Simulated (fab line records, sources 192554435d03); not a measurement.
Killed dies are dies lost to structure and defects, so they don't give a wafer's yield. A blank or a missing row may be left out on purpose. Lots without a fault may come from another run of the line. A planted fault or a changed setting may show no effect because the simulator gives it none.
Chamber matching | flow n5_finfet | N5_HKMG_FIN_CMP_23 on cmp-03: 4 sister chambers
The step polishes, stops on SiNx, t overpolish 10 s, target thk 46.326 nm. 16 wafers are shown with their chamber, then 8 later ones without.

WAFERS WITH THEIR CHAMBER
wafer  | chamber | motor_current_A (A) | time_to_endpoint_s (s) | overpolish_run_s (s)
L422.1 | 0       | 11.1                | 16                     | 9.992
L422.5 | 3       | 10.5                | 11                     | 9.990
L422.6 | 0       | 11.3                | 16                     | 10.001
L426.1 | 3       | 10.4                | 11                     | 10.000
L426.3 | 0       | 11.6                | 17                     | 9.994
L426.5 | 0       | 11.7                | 16                     | 10.008
L430.1 | 1       | 11.1                | 13                     | 9.996
L430.4 | 2       | 16.0                | 10                     | 10.008
L430.5 | 0       | 10.6                | 12                     | 9.989
L441.3 | 1       | 11.3                | 12                     | 10.010
L441.4 | 0       | 11.7                | 18                     | 10.010
L441.6 | 1       | 11.8                | 14                     | 9.996
L442.3 | 0       | 11.7                | 15                     | 10.006
L442.4 | 3       | 10.2                | 15                     | 9.999
L442.5 | 0       | 11.4                | 16                     | 10.000
L443.1 | 2       | 15.3                | 7                      | 10.016

SIGNATURES (means of the wafers above)
reading            | chamber 0 | chamber 1 | chamber 2 | chamber 3 | scatter within a chamber
motor_current_A    | 11.387    | 11.400    | 15.650    | 10.367    | 0.365
time_to_endpoint_s | 15.75     | 13.00     | 8.50      | 12.33     | 1.8
overpolish_run_s   | 10.00000  | 10.00067  | 10.01200  | 9.99633   | 0.00733
Rule: a wafer's distance from a chamber is the root of the sum, over the readings, of the square of ((its reading less the chamber's mean) divided by the reading's scatter). The wafer belongs to the nearest chamber; if the next one is less than 2 further off, it can't be placed. The scatter: the root of (the sum of the squares of (reading less its chamber's mean) over the shown wafers, divided by (wafers less chambers)).

WAFERS WITHOUT THEIR CHAMBER
wafer  | motor_current_A (A) | time_to_endpoint_s (s) | overpolish_run_s (s)
L443.4 | 11.3                | 13                     | 9.999
L443.6 | 15.7                | 6                      | 10.001
L444.2 | 11.3                | 13                     | 10.008
L444.3 | 16.0                | 10                     | 10.011
L444.4 | 9.7                 | 11                     | 10.005
L445.1 | 11.6                | 14                     | 10.012
L445.3 | 10.3                | 13                     | 9.987
L445.6 | 15.4                | 9                      | 10.001

WHICH CHAMBER EACH WENT THROUGH
wafer  | from the rows above          | in truth
L443.4 | can't be placed: 1 or 0      | 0
L443.6 | 2                            | 2
L444.2 | can't be placed: 1 or 0 or 3 | 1
L444.3 | 2                            | 2
L444.4 | 3                            | 3
L445.1 | can't be placed: 1 or 0      | 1
L445.3 | 3                            | 3
L445.6 | 2                            | 2
Placed correctly: 5 of 8. Can't be placed from these rows: 3 (the true chamber is among the candidates in 3). Placed wrongly: 0.
